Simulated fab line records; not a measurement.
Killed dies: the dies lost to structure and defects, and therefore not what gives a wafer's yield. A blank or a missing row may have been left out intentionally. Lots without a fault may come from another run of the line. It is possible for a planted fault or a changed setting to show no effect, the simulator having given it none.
fab line records	flow n5Finfet
record lots=7	wafers=18	lastDay=17
route steps=1938 shown BEOL_M15@1797 PASSIVATION@1936
lots that met no fault: taken from a fault-free run of the same line
startH: hours from the record's first day to the start of the lot's first wafer shown	waitH: hours elapsed since this lot's preceding step	" the same as in the row above	L1.1+2: several wafers, shown together as one row	- no value present, or no start provided	* or withheld: withheld	< > ~ a bound
route shown NAME@n: names a module that has steps shown in the file, with the first one's number in the route	usual: mean/standard deviation of fault-free wafers	same: alike in all rows	chamber/n: place in a boat	sites: the reading at each site	_std_site: the standard deviation of these	_edge_site: outer sites' mean less inner sites'	radiusMm: how far each site lies from the wafer's centre	mask NAME#n: copy n	behind: the most recent tool/chamber to have shaped the wafer	hold: reason for holding the lot/hours on hold/outcome of the hold	device: the n, p or np transistor that did not switch	end of line: at the end of the route, the tests of the same wafers	for a step that has no rows: nothing shown but its recipe	killed: the dies lost at the first sort to structure and to defects; this is not the yield of the wafer	map: per-die view of a wafer (x killed, . not killed, _ where there is no die)
set.NAME: setting as actually run; set.NAME@STEP: the setting as run at that earlier step	model.NAME: the simulator's own value behind a step, which no gauge read
certain route steps with their lots: each step a table, each wafer a row
services: a tool's chamber out of use, with start hour (startH, from the record's first day; less than 0 if before it), hours out, and reason
## steps
# step N5_BEOL_M15_COAT_22
# recipe spinRpm=1704	resistThkNm=800
# step N5_BEOL_M15_EBR_24
# recipe solvent=PGMEA	ebrWidthMm=1.5
# step N5_BEOL_M15_SOFTBAKE_23
# recipe tempC=130	timeS=60
# step N5_BEOL_M15_EXPOSE_25
# recipe maskId=M15	na=0.8	sourceShape=annular	sigmaInner=0.5	sigmaOuter=0.8	polarization=unpolarized	targetCdNm=400	doseMj=35.5
# step N5_BEOL_M15_PEB_26
# recipe pebTempC=130	pebTimeS=90
# step N5_BEOL_M15_DEVELOP_27
# recipe developTimeS=45	rinseLiquid=diw	dry=airSpin	devTempC=21
# step N5_BEOL_M15_HARDBAKE_32
# recipe tempC=130	timeS=120
# step N5_BEOL_M15_CD_MEAS_28
# recipe targetCdNm=407.6	landingEnergyEv=500	detector=seInlens
# usual cdNm=407.3/1.8
lot.wafer	tool	chamber	startH	waitH	cdNm
L684.2	cdSem-02	0	265.68	-	409.6
L684.3	"	0	"	"	410.2
L684.6	"	0	"	"	408.7
L691.3	cdSem-01	0	292.86	-	408.1
L691.5	"	0	"	"	408.7
L690.1	cdSem-03	0	296.85	-	407.2
L690.2	"	0	"	"	408.3
L695.2	cdSem-01	0	321.74	-	407.6
L695.3	"	0	"	"	406.6
L697.1	cdSem-03	0	340.50	-	409.0
L697.3	"	0	"	"	407.3
L697.4	"	0	"	"	408.5
L703.2	cdSem-02	0	379.61	-	403.8
L703.5	"	0	"	"	403.7
L703.6	"	0	"	"	405.7
L706.1	cdSem-01	0	397.91	-	407.4
L706.2	"	0	"	"	406.2
L706.5	"	0	"	"	407.3
# step N5_BEOL_M15_OVL_MEAS_29
# recipe pointsPerWafer=44
# usual M15_OVL=-1/5
lot.wafer	tool	chamber	startH	waitH	M15_OVL[nm]
L684.2	overlay-02	0	265.71	0.0	-3
L684.3	"	0	"	"	-8
L684.6	"	0	"	"	0
L691.3	overlay-02	0	292.89	0.0	-4
L691.5	"	0	"	"	9
L690.1	overlay-01	0	296.89	0.0	-6
L690.2	"	0	"	"	3
L695.2	overlay-02	0	321.76	0.0	6
L695.3	"	0	"	"	1
L697.1	overlay-02	0	340.53	0.0	-3
L697.3	"	0	"	"	1
L697.4	"	0	"	"	3
L703.2	overlay-01	0	379.64	0.0	7
L703.5	"	0	"	"	3
L703.6	"	0	"	"	11
L706.1	overlay-02	0	397.94	0.0	0
L706.2	"	0	"	"	2
L706.5	"	0	"	"	7
# step N5_BEOL_M15_INSPECT_30
# recipe mode=adi	inspectInstrument=macro
# usual rawDefectCount=1.9/1.4
lot.wafer	tool	chamber	startH	waitH	rawDefectCount
L684.2	defectInspect-01	-	265.73	0.0	4
L684.3	"	-	"	"	0
L684.6	"	-	"	"	2
L691.3	defectInspect-02	-	292.91	0.0	4
L691.5	"	-	"	"	1
L690.1	defectInspect-02	-	296.91	0.0	1
L690.2	"	-	"	"	1
L695.2	defectInspect-01	-	321.79	0.0	2
L695.3	"	-	"	"	2
L697.1	defectInspect-02	-	340.56	0.0	1
L697.3	"	-	"	"	1
L697.4	"	-	"	"	2
L703.2	defectInspect-01	-	379.66	0.0	3
L703.5	"	-	"	"	4
L703.6	"	-	"	"	4
L706.1	defectInspect-01	-	397.96	0.0	2
L706.2	"	-	"	"	2
L706.5	"	-	"	"	2
# step N5_BEOL_M15_DESCUM_33
# recipe chemistry=O2	timeS=7.9	sourcePowerW=50	biasPowerW=20	pressureMtorr=20	rfFrequencyHz=2.712e+07	tempC=40	o2FlowSccm=225
# step N5_BEOL_M15_ETCH_61
# recipe chemistry=N2/H2	target=BARC	targetDepthA=890	overetchA=267	timeS=67.9	ionEnergyEv=200	pressureMtorr=30	sourceW=840	biasW=150	n2FlowSccm=200	h2FlowSccm=200
# step N5_BEOL_M15_TRENCH_ETCH_34
# recipe chemistry=C4F8/O2/Ar	target=SiO2	targetDepthA=8729.3	heInnerTorr=15	heOuterTorr=30	timeS=199	ionEnergyEv=800	pressureMtorr=20	sourceW=1905	biasW=2040	Ar_flow_sccm=400	C4F8_flow_sccm=16	O2_flow_sccm=12
# usual drypumpMotorCurrentA=5.7/0.51	oes_f_703_au=0.81/0.064	oesProductAu=0.81/0.069	rfVppV=2227/14	showerheadPlenumPTorr=3.46/0.096	throttleValvePct=30.80/0.24
lot.wafer	tool	chamber	startH	waitH	drypumpMotorCurrentA	oes_f_703_au	oesProductAu	rfHoursCounterH	rfVppV	showerheadPlenumPTorr	throttleValvePct	model.etch.depthNm	model.coat_of_BEOL_M15_COAT_22.thkNm
L684.2	rieDiel-03	2	265.85	0.0	6.4	0.84	0.84	63	2210	3.62	30.74	882.9	539.6
L684.3	"	1	"	"	6.6	0.71	0.71	229	2225	3.52	30.85	867.9	544.2
L684.6	"	2	"	"	6.4	0.85	0.85	-	2210	3.62	30.73	887.2	541.6
L691.3	rieDiel-03	0	293.06	0.0	5.7	0.86	0.88	50	2242	3.36	30.40	662	587.2
L691.5	"	2	"	"	6.4	0.83	0.83	-	2209	3.61	30.75	884.1	543
L690.1	rieDiel-03	1	297.03	0.0	6.6	0.71	0.70	239	2225	3.51	30.84	646.4	588.6
L690.2	"	0	"	"	5.6	0.86	0.88	51	2241	3.36	30.42	873.8	544.6
L695.2	rieDiel-03	2	321.91	0.0	6.4	0.82	0.82	81	2209	3.61	30.73	878.7	542.8
L695.3	"	3	"	"	5.8	0.86	0.85	70	2232	3.48	30.84	674.6	578.8
L697.1	rieDiel-01	2	341.35	0.0	4.9	0.79	0.79	128	2219	3.31	30.55	887.2	533.4
L697.3	"	1	"	"	5.7	0.73	0.74	188	2234	3.42	30.86	874.4	539.8
L697.4	"	0	"	"	5.8	0.80	0.79	92	2230	3.61	31.13	880.3	537
L703.2	rieDiel-01	1	379.83	0.0	5.7	0.73	0.73	200	2234	3.42	30.89	867.4	544
L703.5	"	3	"	"	5.5	0.78	0.81	-	2257	3.47	30.97	870.4	542.6
L703.6	"	2	"	"	4.9	0.78	0.77	-	2217	3.30	30.56	884.2	535
L706.1	rieDiel-01	1	398.16	0.0	5.7	0.73	0.72	207	2233	3.41	30.90	875.7	540.2
L706.2	"	3	"	"	5.5	0.78	0.80	104	2257	3.47	30.99	872.6	544.6
L706.5	"	0	"	"	5.8	0.78	0.78	-	2230	3.60	31.17	880.5	540.6
# step N5_BEOL_M15_STRIP_36
# recipe chemistry=O2	powerW=600	tempC=60	pressureMtorr=30	rfFrequencyHz=6e+07	biasPowerW=0	overashFraction=0.3	o2FlowSccm=225
# step N5_BEOL_M15_STRIP_62
# recipe chemistry=O2	powerW=600	tempC=60	pressureMtorr=30	rfFrequencyHz=6e+07	biasPowerW=0	overashFraction=0.3	o2FlowSccm=225
# step N5_BEOL_M15_STRIP_37
# recipe chemistry=O2	powerW=600	tempC=60	pressureMtorr=30	rfFrequencyHz=6e+07	biasPowerW=0	overashFraction=0.3	o2FlowSccm=225
# step N5_BEOL_M15_ETCH_38
# recipe chemistry=CF4/N2	target=SiCN	targetDepthA=1064	taperDeg=2	timeS=120.5	ionEnergyEv=150	maskMaterial=SiO2	pressureMtorr=40	sourceW=430	biasW=70	Ar_flow_sccm=100	cf4FlowSccm=60	n2FlowSccm=60
# step N5_BEOL_M15_PRECLEAN_39
# recipe chemistry=residueRemover	timeS=60	tempC=40
# step N5_BEOL_M15_SRD_40
# recipe timeS=30	tempC=23	rinseLiquid=diw	dry=n2Spin	spinRpm=1500	dryTimeS=30
# step N5_BEOL_M15_DEGAS_41
# recipe ambient=vacuum	tempC=300	timeS=60
# usual heaterPowerW=471/47
lot.wafer	tool	chamber	startH	waitH	heaterPowerW
L684.2	pvdSputter-01	-	267.19	0.5	543
L684.3	"	-	"	"	477
L684.6	"	-	"	"	420
L691.3	pvdSputter-03	-	293.89	0.3	534
L691.5	"	-	"	"	436
L690.1	pvdSputter-03	-	300.56	0.5	549
L690.2	"	-	"	"	489
L695.2	pvdSputter-02	-	325.65	2.3	473
L695.3	"	-	"	"	414
L697.1	pvdSputter-03	-	343.62	0.0	497
L697.3	"	-	"	"	437
L697.4	"	-	"	"	540
L703.2	pvdSputter-03	-	382.08	1.6	447
L703.5	"	-	"	"	492
L703.6	"	-	"	"	453
L706.1	pvdSputter-03	-	399.16	0.1	537
L706.2	"	-	"	"	451
L706.5	"	-	"	"	495
# step N5_BEOL_M15_PRE_CLEAN_42
# recipe gas=H2/He	timeS=30	tempC=300
# usual heaterPowerW=469/47
lot.wafer	tool	chamber	startH	waitH	heaterPowerW
L684.2	pvdSputter-01	-	267.23	0.0	551
L684.3	"	-	"	"	464
L684.6	"	-	"	"	419
L691.3	pvdSputter-03	-	293.93	0.0	548
L691.5	"	-	"	"	442
L690.1	pvdSputter-03	-	300.60	0.0	538
L690.2	"	-	"	"	492
L695.2	pvdSputter-02	-	325.69	0.0	455
L695.3	"	-	"	"	420
L697.1	pvdSputter-03	-	343.66	0.0	495
L697.3	"	-	"	"	427
L697.4	"	-	"	"	549
L703.2	pvdSputter-03	-	382.12	0.0	452
L703.5	"	-	"	"	489
L703.6	"	-	"	"	431
L706.1	pvdSputter-03	-	399.20	0.0	556
L706.2	"	-	"	"	434
L706.5	"	-	"	"	503
# step N5_BEOL_M15_SPUTTER_43
# recipe material=TaN	targetThkA=150	tempC=50	biasV=168.6	powerW=15000	chamberPressurePa=0.12	timeS=24.19
# usual throttleValvePct=30.2/0.88
lot.wafer	tool	chamber	startH	waitH	throttleValvePct
L684.2	pvdSputter-01	-	267.27	0.0	31.2
L684.3	"	-	"	"	31.7
L684.6	"	-	"	"	28.9
L691.3	pvdSputter-03	-	293.97	0.0	30.6
L691.5	"	-	"	"	30.5
L690.1	pvdSputter-03	-	300.64	0.0	30.7
L690.2	"	-	"	"	28.5
L695.2	pvdSputter-02	-	325.73	0.0	30.0
L695.3	"	-	"	"	29.8
L697.1	pvdSputter-03	-	343.70	0.0	28.5
L697.3	"	-	"	"	30.3
L697.4	"	-	"	"	30.6
L703.2	pvdSputter-03	-	382.16	0.0	31.2
L703.5	"	-	"	"	28.5
L703.6	"	-	"	"	30.3
L706.1	pvdSputter-03	-	399.24	0.0	30.7
L706.2	"	-	"	"	30.3
L706.5	"	-	"	"	28.3
# step N5_BEOL_M15_SPUTTER_44
# recipe material=Ta	targetThkA=150	tempC=50	biasV=80	powerW=15000	chamberPressurePa=0.07	timeS=24.19
# step N5_BEOL_M15_SPUTTER_45
# recipe material=Cu	targetThkA=1000	tempC=-20	biasV=60	powerW=26000	chamberPressurePa=0.13	timeS=16.67
# usual throttleValvePct=30.2/0.87
lot.wafer	tool	chamber	startH	waitH	throttleValvePct
L684.2	pvdSputter-01	-	267.43	0.0	31.2
L684.3	"	-	"	"	31.9
L684.6	"	-	"	"	28.8
L691.3	pvdSputter-03	-	294.13	0.0	30.7
L691.5	"	-	"	"	30.3
L690.1	pvdSputter-03	-	300.80	0.0	30.3
L690.2	"	-	"	"	28.7
L695.2	pvdSputter-02	-	325.89	0.0	30.3
L695.3	"	-	"	"	29.9
L697.1	pvdSputter-03	-	343.86	0.0	28.4
L697.3	"	-	"	"	30.1
L697.4	"	-	"	"	30.8
L703.2	pvdSputter-03	-	382.32	0.0	31.2
L703.5	"	-	"	"	28.3
L703.6	"	-	"	"	30.3
L706.1	pvdSputter-03	-	399.40	0.0	30.5
L706.2	"	-	"	"	30.2
L706.5	"	-	"	"	28.7
# step N5_BEOL_M15_ECD_47
# recipe material=Cu	targetThkA=18600
# step N5_BEOL_M15_ANNEAL_48
# recipe tempC=225	timeS=90	ambient=N2
# usual annealTempCMax=226.4/0.33	wafer_temp_C_max=226.2/0.54
lot.wafer	tool	chamber	startH	waitH	annealTempCMax	wafer_temp_C_max
L684.2	rtpAnneal-01	0	267.83	0.2	226.1	225.5
L684.3	"	0	"	"	225.8	225.6
L684.6	"	0	"	"	226.4	225.9
L691.3	rtpAnneal-02	0	294.84	0.5	226.4	226.5
L691.5	"	0	"	"	227.1	226.9
L690.1	rtpAnneal-02	0	301.17	0.2	226.9	226.5
L690.2	"	0	"	"	226.5	226.5
L695.2	rtpAnneal-02	0	326.30	0.2	226.4	226.7
L695.3	"	0	"	"	227.3	226.5
L697.1	rtpAnneal-01	0	344.56	0.5	226.3	225.4
L697.3	"	0	"	"	226.2	225.3
L697.4	"	0	"	"	226.1	225.4
L703.2	rtpAnneal-01	0	382.85	0.3	226.1	225.4
L703.5	"	0	"	"	225.8	226.0
L703.6	"	0	"	"	226.2	225.7
L706.1	rtpAnneal-01	0	399.76	0.2	226.4	226.0
L706.2	"	0	"	"	226.2	226.1
L706.5	"	0	"	"	226.6	225.8
# step N5_BEOL_M15_CMP_49
# recipe stopOn=SiO2	tOverpolishS=4.9	downForcePsi=2	platenRpm=80	clearingPlatenDownForcePsi=2	clearingPlatenRpm=80	postCmpClean=cuAlkaline	targetThkNm=850	clearingPlatenPadVelocityMS=1.5917	padVelocityMS=1.5917
# usual clearingPlatenRpm=80.01/0.043	motorCurrentA=8.5/0.91	retainingRingPressureFrac=1.001/0.0046
lot.wafer	tool	chamber	startH	waitH	clearingPlatenRpm	motorCurrentA	retainingRingPressureFrac	model.Cu_of_BEOL_M15_ECD_47.thkNm
L684.2	cmp-04	0	268.17	0.3	80.00	7.2	1.005	859
L684.3	"	1	"	"	80.00	9.6	0.998	845.6
L684.6	"	0	"	"	80.08	7.3	0.998	863.4
L691.3	cmp-04	2	295.09	0.2	79.98	9.6	1.001	638
L691.5	"	1	"	"	80.10	9.8	1.006	860.8
L690.2	cmp-04	1	301.50	0.2	80.01	9.8	0.993	850.4
L690.1	"	2	"	"	79.95	9.2	0.994	622.2
L695.3	cmp-03	0	326.76	0.4	80.02	8.1	0.997	652.6
L695.2	"	3	"	"	80.05	8.5	0.996	856.8
L697.4	cmp-04	0	344.85	0.1	80.03	7.3	1.002	857.4
L697.1	"	2	"	"	79.98	9.0	1.001	864.6
L697.3	"	3	"	"	80.01	9.0	0.995	851.6
L703.2	cmp-04	0	383.11	0.2	79.99	6.8	1.000	844
L703.5	"	0	"	"	80.02	7.1	0.994	846.8
L703.6	"	1	"	"	80.03	9.3	1.000	862.4
L706.1	cmp-03	1	400.10	0.3	80.07	8.5	1.002	851.8
L706.2	"	2	"	"	79.95	9.0	1.002	850.2
L706.5	"	1	"	"	80.04	8.9	0.998	854.2
# step N5_BEOL_M15_THK_MEAS_50
# recipe thkMeasGauge=xrf	reads=Cu_of_BEOL_M15_ECD_47
# usual M15_THK=852/10
lot.wafer	tool	chamber	startH	waitH	M15_THK[nm]
L684.2	filmMetro-02	-	268.47	-	860
L684.3	"	-	"	"	845
L684.6	"	-	"	"	863
L691.3	filmMetro-01	-	295.34	-	642
L691.5	"	-	"	"	866
L690.1	filmMetro-02	-	301.76	-	634
L690.2	"	-	"	"	863
L695.2	filmMetro-01	-	327.06	-	850
L695.3	"	-	"	"	648
L697.1	filmMetro-02	-	345.15	-	862
L697.3	"	-	"	"	847
L697.4	"	-	"	"	858
L703.2	filmMetro-01	-	383.41	-	846
L703.5	"	-	"	"	848
L703.6	"	-	"	"	861
L706.1	filmMetro-02	-	400.35	-	851
L706.2	"	-	"	"	847
L706.5	"	-	"	"	852
# step N5_BEOL_M15_PRE_CLEAN_52
# recipe gas=NH3	timeS=15	tempC=withheld	rfPowerW=300
# step N5_BEOL_M15_DEP_53
# recipe material=SiCN	targetThkA=500	tempC=withheld	precursor=3MS/NH3	pressureTorr=3	rfW=675	timeS=17.8
# step N5_BEOL_M15_RS_MEAS_54
# recipe thkMeasGauge=four-point-probe	reads=Cu_of_BEOL_M15_ECD_47+Ta_of_BEOL_M15_SPUTTER_44+TaN_of_BEOL_M15_SPUTTER_43
# usual M15_RS=0.02155/0.00024
lot.wafer	tool	chamber	startH	waitH	M15_RS[ohm/sq]
L684.2	filmMetro-02	-	268.60	0.1	0.0213
L684.3	"	-	"	"	0.02169
L684.6	"	-	"	"	0.02126
L691.3	filmMetro-02	-	295.47	0.1	0.02892
L691.5	"	-	"	"	0.02132
L690.1	filmMetro-02	-	301.89	0.0	0.02967
L690.2	"	-	"	"	0.02155
L695.2	filmMetro-01	-	327.18	0.1	0.02141
L695.3	"	-	"	"	0.02824
L697.1	filmMetro-01	-	345.28	0.0	0.02116
L697.3	"	-	"	"	0.02157
L697.4	"	-	"	"	0.0214
L703.2	filmMetro-01	-	383.54	0.1	0.02172
L703.5	"	-	"	"	0.02164
L703.6	"	-	"	"	0.02126
L706.1	filmMetro-01	-	400.48	0.0	0.02149
L706.2	"	-	"	"	0.02155
L706.5	"	-	"	"	0.02142
# step N5_BEOL_M15_INSPECT_55
# recipe inspectInstrument=darkfield	mode=postDep
# usual rawDefectCount=73/23
lot.wafer	tool	chamber	startH	waitH	rawDefectCount
L684.2	defectInspect-01	-	268.62	0.0	65
L684.3	"	-	"	"	111
L684.6	"	-	"	"	102
L691.3	defectInspect-01	-	295.50	0.0	115
L691.5	"	-	"	"	86
L690.1	defectInspect-02	-	301.91	0.0	108
L690.2	"	-	"	"	92
L695.2	defectInspect-01	-	327.21	0.0	67
L695.3	"	-	"	"	42
L697.1	defectInspect-02	-	345.31	0.0	42
L697.3	"	-	"	"	62
L697.4	"	-	"	"	81
L703.2	defectInspect-02	-	383.56	0.0	67
L703.5	"	-	"	"	68
L703.6	"	-	"	"	68
L706.1	defectInspect-01	-	400.51	0.0	84
L706.2	"	-	"	"	110
L706.5	"	-	"	"	89
# step N5_PASSIVATION_PROBE_49
# usual defectLimitedYield=91.3/1.4	killed_at_M0_to_M3=34/10	killed_at_M4_up=13/4.8	killedAtContacts=12/6.1	killedAtFrontEnd=40/11	killedAtOther=3.7/2.8	killedDies=103/16	killedOpen=67/12	killedShort=34/7.4	sort_bin_5_function=5.1/0.95	sort_bin_6_memory=3.2/0.62	sort_bin_8_speed=0/0	sortNPass=1077/16	sortYieldPct=91.3/1.4
# same grossDies=1180	killedAtBackSide=0	sort_bin_4_leakage[%]=0
lot.wafer	tool	chamber	startH	waitH	defectLimitedYield[%]	killed_at_M0_to_M3	killed_at_M4_up	killedAtContacts	killedAtFrontEnd	killedAtOther	killedDies	killedOpen	killedShort	sort_bin_5_function[%]	sort_bin_6_memory[%]	sort_bin_8_speed[%]	sortNPass	sortYieldPct[%]
L684.2	prober-01	-	284.88	0.1	91.2	35	4	13	49	3	104	60	44	5.0	3.2	0	1076	91.2
L684.3	prober-01	-	284.93	0.1	89.5	44	5	30	44	1	124	88	35	5.8	4.4	0	1056	89.5
L684.6	prober-01	-	285.08	0.3	89.7	48	11	18	42	3	122	96	25	6.3	3.8	0	1058	89.7
L691.3	prober-02	-	307.49	0.1	92.1	28	10	7	47	1	93	58	35	5.2	2.2	0	1087	92.1
L691.5	prober-02	-	307.59	0.2	91.2	38	9	12	42	3	104	72	32	5.5	2.7	0	1076	91.2
L690.1	prober-02	-	315.74	0.0	92.5	19	18	18	30	3	88	64	22	4.2	3.0	0.08	1092	92.5
L690.2	prober-02	-	315.79	0.1	90.5	49	11	15	26	11	112	71	41	4.9	4.2	0	1068	90.5
L695.2	prober-01	-	342.84	0.1	91.4	37	14	11	32	8	102	60	40	4.8	3.4	0	1078	91.4
L695.3	prober-01	-	342.89	0.1	90.1	39	9	17	49	3	117	83	34	5.5	4.1	0	1063	90.1
L697.1	prober-02	-	360.97	0.0	90.2	48	16	11	40	1	116	82	31	5.8	3.6	0	1064	90.2
L697.3	prober-02	-	361.07	0.1	91.1	34	16	21	33	1	105	74	31	5.2	3.6	0	1075	91.1
L697.4	prober-02	-	361.12	0.2	91.3	32	10	9	50	2	103	73	28	5.4	3.1	0	1077	91.3
L703.2	prober-01	-	401.49	0.6	90.8	56	11	2	39	1	109	68	40	5.4	3.4	0	1071	90.8
L703.5	prober-01	-	401.64	0.7	91.6	56	16	1	24	2	99	64	33	4.9	3.3	0	1081	91.6
L703.6	prober-01	-	401.69	0.8	91.4	48	20	4	28	1	101	62	34	5.7	2.7	0	1079	91.4
L706.1	prober-02	-	416.03	0.0	89.8	45	19	8	47	1	120	75	43	7.0	2.8	0	1060	89.8
L706.2	prober-02	-	416.08	0.1	91.4	30	22	18	31	1	102	64	36	4.6	3.5	0	1078	91.4
L706.5	prober-02	-	416.23	0.2	93.2	20	11	12	36	1	80	50	28	4.5	2.1	0	1100	93.2
# killed by level:class
L684.2 FIN_SAQP:geometricParticle:short=15 FIN_SAQP:geometricParticle:open=13 MOL_CONTACT_COAG:geometricParticle:open=11 BEOL_M0_SAQP:geometricParticle:open=10 BEOL_M0_SAQP:geometricParticle:short=8 STI_FIN_REVEAL:geometricParticle:open=7 BEOL_M1:geometricParticle:open=4 GATE_CUT:geometricParticle:short=3
L684.3 MOL_CONTACT_COAG:geometricParticle:open=30 BEOL_M0_SAQP:geometricParticle:open=17 FIN_SAQP:geometricParticle:open=14 BEOL_M0_SAQP:geometricParticle:short=9 FIN_SAQP:geometricParticle:short=8 GATE_CUT:geometricParticle:short=7 BEOL_M1:geometricParticle:open=7 BEOL_M2:geometricParticle:open=4
L684.6 MOL_CONTACT_COAG:geometricParticle:open=17 STI_FIN_REVEAL:geometricParticle:open=11 BEOL_M1:geometricParticle:open=11 BEOL_M2:geometricParticle:open=10 BEOL_M3:geometricParticle:open=10 FIN_SAQP:geometricParticle:open=7 BEOL_M0_SAQP:geometricParticle:short=7 FIN_SAQP:geometricParticle:short=5
L691.3 FIN_SAQP:geometricParticle:short=15 FIN_SAQP:geometricParticle:open=8 STI_FIN_REVEAL:geometricParticle:open=8 BEOL_M0_SAQP:geometricParticle:open=8 BEOL_M0_SAQP:geometricParticle:short=6 MOL_CONTACT_COAG:geometricParticle:open=6 BEOL_M2:geometricParticle:open=5 BEOL_M4:geometricParticle:open=5
L691.5 FIN_SAQP:geometricParticle:open=13 BEOL_M2:geometricParticle:open=12 FIN_SAQP:geometricParticle:short=10 MOL_CONTACT_COAG:geometricParticle:open=9 BEOL_M0:geometricParticle:open=8 GATE_CUT:geometricParticle:short=6 BEOL_M1:geometricParticle:open=5 BEOL_M4:geometricParticle:open=5
L690.1 MOL_CONTACT_COAG:geometricParticle:open=15 DUMMY_GATE:geometricParticle:open=10 BEOL_M4:geometricParticle:open=10 STI_FIN_REVEAL:geometricParticle:open=5 BEOL_M0_SAQP:geometricParticle:short=5 DUMMY_GATE:geometricParticle:short=3 GATE_CUT:geometricParticle:open=3 BEOL_M3:geometricParticle:open=3
L690.2 BEOL_M0_SAQP:geometricParticle:short=15 MOL_CONTACT_COAG:geometricParticle:open=12 BEOL_M0_SAQP:geometricParticle:open=9 FIN_SAQP:geometricParticle:open=7 BEOL_M3:geometricParticle:open=7 BEOL_M1:geometricParticle:open=6 BEOL_M4:geometricParticle:open=6 BEOL_M2:geometricParticle:open=5
L695.2 BEOL_M0_SAQP:geometricParticle:short=11 MOL_CONTACT_COAG:geometricParticle:open=10 BEOL_M0_SAQP:geometricParticle:open=9 FIN_SAQP:geometricParticle:open=8 FIN_SAQP:geometricParticle:short=7 STI_FIN_REVEAL:geometricParticle:open=6 BEOL_M7:geometricParticle:open=6 BEOL_M3:geometricParticle:open=5
L695.3 FIN_SAQP:geometricParticle:open=17 MOL_CONTACT_COAG:geometricParticle:open=16 BEOL_M0_SAQP:geometricParticle:open=9 STI_FIN_REVEAL:geometricParticle:open=8 FIN_SAQP:geometricParticle:short=6 BEOL_M2:geometricParticle:open=6 BEOL_M0_SAQP:geometricParticle:short=5 BEOL_M1:geometricParticle:open=5
L697.1 STI_FIN_REVEAL:geometricParticle:open=11 BEOL_M3:geometricParticle:open=11 BEOL_M2:geometricParticle:open=11 MOL_CONTACT_COAG:geometricParticle:open=9 BEOL_M0_SAQP:geometricParticle:short=8 DUMMY_GATE:geometricParticle:open=6 BEOL_M0:geometricParticle:open=6 BEOL_M0_SAQP:geometricParticle:open=5
L697.3 MOL_CONTACT_COAG:geometricParticle:open=16 FIN_SAQP:geometricParticle:open=9 BEOL_M3:geometricParticle:open=9 BEOL_M4:geometricParticle:open=9 BEOL_M0_SAQP:geometricParticle:short=6 FIN_SAQP:geometricParticle:short=5 STI_FIN_REVEAL:geometricParticle:open=5 DUMMY_GATE:geometricParticle:open=5
L697.4 STI_FIN_REVEAL:geometricParticle:open=19 BEOL_M1:geometricParticle:open=12 DUMMY_GATE:geometricParticle:open=10 BEOL_M3:geometricParticle:open=8 FIN_SAQP:geometricParticle:short=7 MOL_CONTACT_COAG:geometricParticle:open=7 BEOL_M1:geometricParticle:short=6 FIN_SAQP:geometricParticle:open=3
L703.2 BEOL_M2:geometricParticle:open=14 BEOL_M1:geometricParticle:short=11 BEOL_M0_SAQP:geometricParticle:short=10 BEOL_M3:geometricParticle:open=10 FIN_SAQP:geometricParticle:open=9 GATE_CUT:geometricParticle:short=6 BEOL_M4:geometricParticle:open=6 STI_FIN_REVEAL:geometricParticle:open=5
L703.5 BEOL_M1:geometricParticle:open=11 BEOL_M2:geometricParticle:open=10 BEOL_M0_SAQP:geometricParticle:open=9 BEOL_M3:geometricParticle:open=9 FIN_SAQP:geometricParticle:short=7 BEOL_M1:geometricParticle:short=6 BEOL_M3:geometricParticle:short=5 FIN_SAQP:geometricParticle:open=4
L703.6 BEOL_M3:geometricParticle:open=12 BEOL_M0_SAQP:geometricParticle:open=11 BEOL_M4:geometricParticle:open=9 BEOL_M2:geometricParticle:open=7 FIN_SAQP:geometricParticle:short=6 FIN_SAQP:geometricParticle:open=6 BEOL_M0_SAQP:geometricParticle:short=6 BEOL_M3:geometricParticle:short=5
L706.1 BEOL_M0_SAQP:geometricParticle:open=15 STI_FIN_REVEAL:geometricParticle:open=12 BEOL_M0_SAQP:geometricParticle:short=10 BEOL_M4:geometricParticle:open=9 GATE_CUT:geometricParticle:short=7 BEOL_M3:geometricParticle:open=6 MOL_CONTACT_COAG:geometricParticle:open=5 BEOL_M2:geometricParticle:open=5
L706.2 MOL_CONTACT_COAG:geometricParticle:open=12 BEOL_M0_SAQP:geometricParticle:open=10 BEOL_M4:geometricParticle:open=10 BEOL_M0_SAQP:geometricParticle:short=8 GATE_CUT:geometricParticle:short=7 MOL_CONTACT_COAG:geometricParticle:short=6 BEOL_M3:geometricParticle:open=6 FIN_SAQP:geometricParticle:short=5
L706.5 MOL_CONTACT_COAG:geometricParticle:open=9 GATE_CUT:geometricParticle:open=7 DUMMY_GATE:geometricParticle:open=6 BEOL_M0_SAQP:geometricParticle:short=6 BEOL_M0_SAQP:geometricParticle:open=6 GATE_CUT:geometricParticle:short=5 BEOL_M4:geometricParticle:open=5 STARTING-WAFER:geometricParticle:open=4
## services
tool	chamber	startH	hours	kind
cmp-03	-	281.72	1.9	repair
cmp-03	-	285.20	0.5	repair
cmp-04	-	295.51	4.1	repair
pvdSputter-01	-	300.26	1.2	repair
rieDiel-01	0	301.30	18.0	repair
rieDiel-01	2	304.72	3.9	repair
cmp-04	-	309.66	4.0	pm
cmp-04	-	313.66	-	consumableReplace:conditioner
cmp-04	-	313.66	-	consumableReplace:pad
pvdSputter-01	-	330.77	4.0	repair
rieDiel-03	1	340.21	-	clean
rieDiel-03	1	340.21	-	consumableReplace:focusRing
rieDiel-03	1	340.21	20.5	scheduledDown
rieDiel-03	1	340.21	20.5	ventCycle
rtpAnneal-02	-	349.48	4.0	pm
rieDiel-03	-	349.76	2.8	pm
rieDiel-03	2	355.42	7.3	repair
rieDiel-03	0	381.20	5.1	repair
rieDiel-03	3	388.05	3.0	repair
pvdSputter-02	-	390.31	1.5	repair
rieDiel-01	2	396.66	7.9	repair
pvdSputter-01	-	398.06	0.6	repair
## key
firstSign step=N5_BEOL_M15_THK_MEAS_50	reading=M15_THK	direction=down	sigmas=20	usual=852	struck=641
effect step=N5_BEOL_M15_RS_MEAS_54	reading=M15_RS	direction=up	sigmas=31	usual=0.02155	struck=0.02894
modelEffect step=N5_BEOL_M15_TRENCH_ETCH_34	value=etch.depthNm	without=875.3	struck=661
modelEffect step=N5_BEOL_M15_CMP_49	value=Cu_of_BEOL_M15_ECD_47.thkNm	without=851.9	struck=637.6
metAt N5_BEOL_M15_TRENCH_ETCH_34
struckWafers L690.1,L691.3,L695.3
onsetBetween 265.85 293.06
fault kind=processParameterDrift	tool=rieDiel-03	chamber=-	onsetH=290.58	steps=N5_BEOL_M15_TRENCH_ETCH_34	channel=timeS	offset=*	shape=step	endH=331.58	scope=struckWafersOnly	actsIn=*	stated=*
